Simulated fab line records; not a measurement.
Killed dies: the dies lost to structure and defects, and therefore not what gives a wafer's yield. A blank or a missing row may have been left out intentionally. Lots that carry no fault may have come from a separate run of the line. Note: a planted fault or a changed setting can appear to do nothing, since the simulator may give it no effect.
Which tool was responsible?    flow n5 finfet    27 wafers from 9 lots sampled at 6 of the route's 1938 steps

WHAT THE GAUGES SHOWED, per wafer
N5_BEOL_M4_RC_MEAS_101. Usual: DIBL_N 36.2 mV/V, standard deviation 1.6; DIBL_P 36.5 mV/V, standard deviation 1.9; IOFF_N 0.158 nA/um, standard deviation 0.027; IOFF_P 0.21 nA/um, standard deviation 0.038; ION_N 675 uA/um, standard deviation 12; ION_P 464 uA/um, standard deviation 8.9; SS_N 71.5 mV/dec, standard deviation 0.61; SS_P 73.4 mV/dec, standard deviation 0.59; VT_N 250.4 mV, standard deviation 3; VT_P -250 mV, standard deviation 3.6.
lot   measured      on         DIBL_N (mV/V)   DIBL_P (mV/V)   IOFF_N (nA/um)     IOFF_P (nA/um)  ION_N (uA/um)  ION_P (uA/um)  SS_N (mV/dec)   SS_P (mV/dec)   VT_N (mV)          VT_P (mV)       flag
L352  day 7 23:20   prober-02  34.3 36.1 36.9  35.5 38.0 38.7  0.138 0.161 0.184  0.19 0.24 0.25  668 682 688    457 466 465    70.9 71.5 72.0  72.3 72.9 73.2  252.3 252.3 249.9  -251 -251 -246  
L357  day 9 00:47   prober-02  37.8 37.4 35.7  36.5 37.5 34.7  0.156 0.165 0.122  0.20 0.21 0.17  672 676 653    455 462 452    70.3 71.3 70.5  73.7 73.5 72.9  252.7 248.5 254.3  -250 -248 -253  
L359  day 9 19:01   prober-01  34.9 34.2 36.7  34.8 34.6 37.9  0.129 0.121 0.165  0.20 0.19 0.25  673 665 685    465 461 474    71.5 71.3 72.1  73.4 72.7 73.2  255.7 254.4 248.9  -249 -251 -245  
L362  day 10 01:27  prober-01  35.0 35.1 34.2  35.7 35.6 33.3  0.139 0.144 0.128  0.19 0.20 0.17  672 683 671    468 468 462    71.4 71.3 70.5  73.3 72.9 73.1  252.1 252.2 254.2  -252 -251 -252  
L373  day 13 14:35  prober-02  35.7 36.8 35.6  35.7 38.1 36.5  0.158 0.175 0.165  0.18 0.23 0.20  677 666 677    459 457 468    71.2 71.6 71.4  72.7 73.8 72.8  248.8 247.5 248.2  -254 -250 -251  
L375  day 14 01:01  prober-01  38.4 36.2 36.0  38.9 36.3 35.3  0.223 0.157 0.158  0.30 0.23 0.21  690 666 675    478 461 461    73.0 71.9 71.6  74.6 73.7 72.9  246.9 252.2 252.8  -245 -248 -252  
L374  day 14 08:34  prober-02  35.0 34.2 32.9  34.8 34.5 33.3  0.149 0.141 0.116  0.22 0.22 0.19  664 686 666    463 482 469    71.1 70.4 71.3  72.8 73.0 73.1  250.4 249.9 252.7  -248 -248 -251  

TOOL THAT RAN EACH LOT (tool first, then ch and the chambers of the sampled wafers, then the start)
lot   N5_BEOL_M3_ETCHBACK_99              N5_BEOL_M3_ALD_84                    N5_BEOL_M3_CVD_47                 N5_BEOL_M3_ANNEAL_49          N5_BEOL_M3_CMP_52
L352  rie diel-03 ch 1,3, day 7 03:10     ald metal-03 ch 1,2, day 7 04:08     cvd co-02 ch 0,1, day 7 04:35     pvd sputter-01, day 7 05:07   cmp-03 ch 1,2,3, day 7 07:17
L357  rie diel-01 ch 2,3, day 8 11:20     ald metal-01 ch 0,1, day 8 12:04     cvd co-02 ch 1,2, day 8 12:40     pvd sputter-03, day 8 12:57   cmp-01 ch 0,1,3, day 8 15:07
L359  rie diel-01 ch 2,3, day 9 02:47     ald metal-03 ch 0,3, day 9 04:40     cvd co-02 ch 0,2, day 9 05:14     pvd sputter-01, day 9 05:32   cmp-04 ch 1,2,3, day 9 08:37
L362  rie diel-03 ch 1,2,3, day 9 08:08   ald metal-03 ch 1,2, day 9 09:29     cvd co-01 ch 0,1, day 9 09:52     pvd sputter-01, day 9 10:08   cmp-03 ch 0,1, day 9 12:22
L370  rie diel-01 ch 1,2,3, day 11 21:25  ald metal-04 ch 0,2,3, day 11 22:26  cvd co-02 ch 0,1,2, day 11 23:01  pvd sputter-01, day 12 01:07  cmp-04 ch 1,2,3, day 12 03:50
L373  rie diel-06 ch 0,1,3, day 12 10:41  ald metal-01 ch 0,1, day 12 11:44    cvd co-02 ch 0,1,2, day 12 12:09  pvd sputter-03, day 12 12:23  cmp-01 ch 2,3, day 12 14:34
L372  rie diel-01 ch 1,2, day 12 13:51    ald metal-04 ch 0,3, day 12 14:56    cvd co-02 ch 0,2, day 12 15:22    pvd sputter-02, day 12 15:37  cmp-04 ch 2,3, day 12 17:47
L375  rie diel-03 ch 0,2,3, day 13 10:49  ald metal-04 ch 0,3, day 13 11:46    cvd co-01 ch 0,1,2, day 13 12:26  pvd sputter-03, day 13 12:49  cmp-03 ch 1,3, day 13 15:01
L374  rie diel-01 ch 1,2,3, day 13 17:34  ald metal-04 ch 1,2, day 13 18:28    cvd co-02 ch 1,2, day 13 18:52    pvd sputter-02, day 13 19:07  cmp-01 ch 0,3, day 13 21:20
- N5_BEOL_M3_ETCHBACK_99: etches SiO2 in CHF3, target depth 5 nm, time 10.4 s.
- N5_BEOL_M3_ALD_84: deposits TaN, pulse time 2 s, purge time 3 s, co reactant purge time 2 s.
- N5_BEOL_M3_CVD_47: deposits Co from CCTBA/H2, target thk 3 nm, time 223.8 s.
- N5_BEOL_M3_ANNEAL_49: time 240 s.
- N5_BEOL_M3_CMP_52: polishes, stops on SiOC, t overpolish 6.8 s, target thk 40 nm.

WHAT THE TOOLS THEMSELVES READ (means of the sampled wafers that have a number; where no wafer has one, the mark that the record gives instead)
N5_BEOL_M3_ETCHBACK_99. Usual: drypump motor current A 5.7 A, standard deviation 0.53; oes_f_703_au 0.78 a.u., standard deviation 0.073; oes product au 0.78 a.u., standard deviation 0.084; rf vpp V 239 V, standard deviation 5.6; showerhead plenum p Torr 2.15 Torr, standard deviation 0.061; throttle valve pct 17.08 %, standard deviation 0.25.
lot   tool         drypump motor current A (A)  oes_f_703_au (a.u.)  oes product au (a.u.)  rf vpp V (V)  showerhead plenum p Torr (Torr)  throttle valve pct (%)  flag
L352  rie diel-03  5.5                          0.78                 0.79                   238           2.21                             17.06                   
L357  rie diel-01  6.0                          0.79                 0.79                   235           2.14                             17.17                   
L359  rie diel-01  5.9                          0.75                 0.75                   235           2.10                             17.18                   
L362  rie diel-03  5.9                          0.75                 0.76                   238           2.18                             17.15                   
L370  rie diel-01  5.6                          0.73                 0.72                   237           2.14                             17.16                   
L373  rie diel-06  5.7                          0.74                 0.74                   243           2.14                             17.16                   
L372  rie diel-01  5.2                          0.72                 0.72                   237           2.19                             17.13                   
L375  rie diel-03  6.2                          0.82                 0.83                   242           2.17                             16.98                   
L374  rie diel-01  5.6                          0.72                 0.72                   237           2.14                             17.19                   

N5_BEOL_M3_ALD_84. Usual: heater power w 408 W, standard deviation 38; precursor vessel temp c 74.98 C, standard deviation 0.13.
lot   tool          heater power w (W)  precursor vessel temp c (C)  flag
L352  ald metal-03  446                 74.99                        
L357  ald metal-01  424                 75.06                        
L359  ald metal-03  362                 75.07                        
L362  ald metal-03  446                 74.94                        
L370  ald metal-04  401                 75.03                        
L373  ald metal-01  421                 75.00                        
L372  ald metal-04  393                 75.09                        
L375  ald metal-04  390                 74.98                        
L374  ald metal-04  440                 74.80                        

N5_BEOL_M3_CVD_47. Usual: chamber pressure Torr 30.00 Torr, standard deviation 0.061; run length s 246.6 s, standard deviation 0.49.
lot   tool       chamber pressure Torr (Torr)  run length s (s)  flag
L352  cvd co-02  30.05                         246.9             
L357  cvd co-02  29.99                         246.9             
L359  cvd co-02  30.03                         247.4             
L362  cvd co-01  29.98                         246.2             
L370  cvd co-02  -                             -                 OFF
L373  cvd co-02  29.97                         247.2             
L372  cvd co-02  -                             -                 OFF
L375  cvd co-01  30.02                         246.0             
L374  cvd co-02  30.00                         246.9             

N5_BEOL_M3_ANNEAL_49. Usual: heater power w at 824 W, with a standard deviation of 84.
lot   tool            heater power w (W)  flag
L352  pvd sputter-01  744                 
L357  pvd sputter-03  852                 
L359  pvd sputter-01  817                 
L362  pvd sputter-01  691                 
L370  pvd sputter-01  745                 
L373  pvd sputter-03  845                 
L372  pvd sputter-02  867                 
L375  pvd sputter-03  866                 
L374  pvd sputter-02  813                 

N5_BEOL_M3_CMP_52. Usual: barrier field endpoint s 24.8 s, standard deviation 0.69; motor current A 6.2 A, standard deviation 0.51.
lot   tool    barrier field endpoint s (s)  motor current A (A)  flag
L352  cmp-03  24.7                          6.4                  
L357  cmp-01  25.1                          6.4                  
L359  cmp-04  24.6                          6.3                  
L362  cmp-03  25.4                          5.8                  
L370  cmp-04  21.2                          6.5                  OFF
L373  cmp-01  24.2                          6.5                  
L372  cmp-04  22.3                          6.2                  OFF
L375  cmp-03  25.2                          5.8                  
L374  cmp-01  23.4                          6.7                  

THE ANSWER, worked out from the rows above alone
Rule: a lot counts as off when the mean over its wafers that have a number is more than 3 standard deviations away from the usual mean. A lot without any number at a reading at which 4 lots or more have one is off too. All remaining lots with rows at the step are treated as sound. The gauges are gone through in route order, then the tools' own readings, and for those a lot's mean is taken as printed above. The first step at which some lot is off is used, and at that step the reading that is off furthest; a lot without a number counts as furthest.
Off: L370, L372, at N5_BEOL_M3_CVD_47 (chamber pressure Torr). Without a number there: L370, L372.
A tool fits if, at that step or a process step before it, it ran every lot that is off, and no sound lot after the first of them. No candidate that was tried fits.

WHAT THE SIMULATOR PUT IN
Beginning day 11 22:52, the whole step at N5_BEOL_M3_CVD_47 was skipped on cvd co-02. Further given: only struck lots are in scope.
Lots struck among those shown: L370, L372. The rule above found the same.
